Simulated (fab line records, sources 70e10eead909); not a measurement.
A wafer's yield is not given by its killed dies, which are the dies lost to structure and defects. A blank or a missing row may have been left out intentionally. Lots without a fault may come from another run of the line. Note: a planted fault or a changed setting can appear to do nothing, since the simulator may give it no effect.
What tool caused it? || flow nand_harc || 18 wafers from 6 lots sampled at 4 of the route's 1159 steps

== WHAT EACH GAUGE READ, for each wafer ==
NHARC_END_WLT_00.
{"lot": "L407", "measured": "day 19 22:57", "on": "prober-01", "VT_DECK1_MIDDLE_INNER": "0.885 0.884 0.895"}
{"lot": "L409", "measured": "day 20 09:46", "on": "prober-02", "VT_DECK1_MIDDLE_INNER": "0.891 0.887 0.882"}
{"lot": "L410", "measured": "day 20 18:02", "on": "prober-02", "VT_DECK1_MIDDLE_INNER": "0.879 0.876 0.886"}
{"lot": "L421", "measured": "day 24 08:01", "on": "prober-01", "VT_DECK1_MIDDLE_INNER": "0.885 0.886"}
{"lot": "L423", "measured": "day 24 14:13", "on": "prober-02", "VT_DECK1_MIDDLE_INNER": "0.887 0.893 0.893"}
{"lot": "L427", "measured": "day 25 06:14", "on": "prober-02", "VT_DECK1_MIDDLE_INNER": "0.889 0.897 0.890"}

== EACH LOT AND THE TOOL THAT RAN IT (in order: tool; ch and the chambers of the sampled wafers; start) ==
{"lot": "L407", "NHARC_P_M0_PVD_21": "pvd_sputter-02, day 6 15:26", "NHARC_THIN_TSV_PVD_19": "pvd_sputter-02, day 19 22:57 or earlier", "NHARC_THIN_TSV_PVD_51": "pvd_sputter-02, day 19 22:57 or earlier"}
{"lot": "L409", "NHARC_P_M0_PVD_21": "pvd_sputter-01, day 6 21:44", "NHARC_THIN_TSV_PVD_19": "pvd_sputter-02, day 20 09:46 or earlier", "NHARC_THIN_TSV_PVD_51": "pvd_sputter-02, day 20 09:46 or earlier"}
{"lot": "L410", "NHARC_P_M0_PVD_21": "pvd_sputter-02, day 7 12:49", "NHARC_THIN_TSV_PVD_19": "pvd_sputter-02, day 20 18:02 or earlier", "NHARC_THIN_TSV_PVD_51": "pvd_sputter-02, day 20 18:02 or earlier"}
{"lot": "L421", "NHARC_P_M0_PVD_21": "pvd_sputter-01, day 10 05:29", "NHARC_THIN_TSV_PVD_19": "pvd_sputter-02, day 24 08:01 or earlier", "NHARC_THIN_TSV_PVD_51": "pvd_sputter-02, day 24 08:01 or earlier"}
{"lot": "L423", "NHARC_P_M0_PVD_21": "pvd_sputter-03, day 10 09:53", "NHARC_THIN_TSV_PVD_19": "pvd_sputter-03, day 24 14:13 or earlier", "NHARC_THIN_TSV_PVD_51": "pvd_sputter-03, day 24 14:13 or earlier"}
{"lot": "L427", "NHARC_P_M0_PVD_21": "pvd_sputter-02, day 11 09:10", "NHARC_THIN_TSV_PVD_19": "pvd_sputter-03, day 25 06:14 or earlier", "NHARC_THIN_TSV_PVD_51": "pvd_sputter-03, day 25 06:14 or earlier"}
- NHARC_P_M0_PVD_21: deposits Cu, target thk 30 nm, time 20.49 s.
- NHARC_THIN_TSV_PVD_19: deposits TaN, target thk 20 nm.
- NHARC_THIN_TSV_PVD_51: deposits Cu, target thk 100 nm.

== THE ANSWER, worked out from the rows above alone ==
Rule: what is usual is taken from the lots themselves. Put in order of their means at a reading, lots are off if they are a third of the lots or fewer, leave a main group of 4 or more, and stand apart from it by a gap of 3 or more times the standard deviation of the main group's means; of several such gaps the widest counts. A main group whose means are all the same, to the digits that the tables above print for the reading, isn't used. A lot without any number at a reading at which 4 lots or more have one is off too. Any other lot the step has rows for is counted as sound.
None of the lots is off at any reading shown; this tells nothing.

== WHAT THE SIMULATOR HAD PUT IN ==
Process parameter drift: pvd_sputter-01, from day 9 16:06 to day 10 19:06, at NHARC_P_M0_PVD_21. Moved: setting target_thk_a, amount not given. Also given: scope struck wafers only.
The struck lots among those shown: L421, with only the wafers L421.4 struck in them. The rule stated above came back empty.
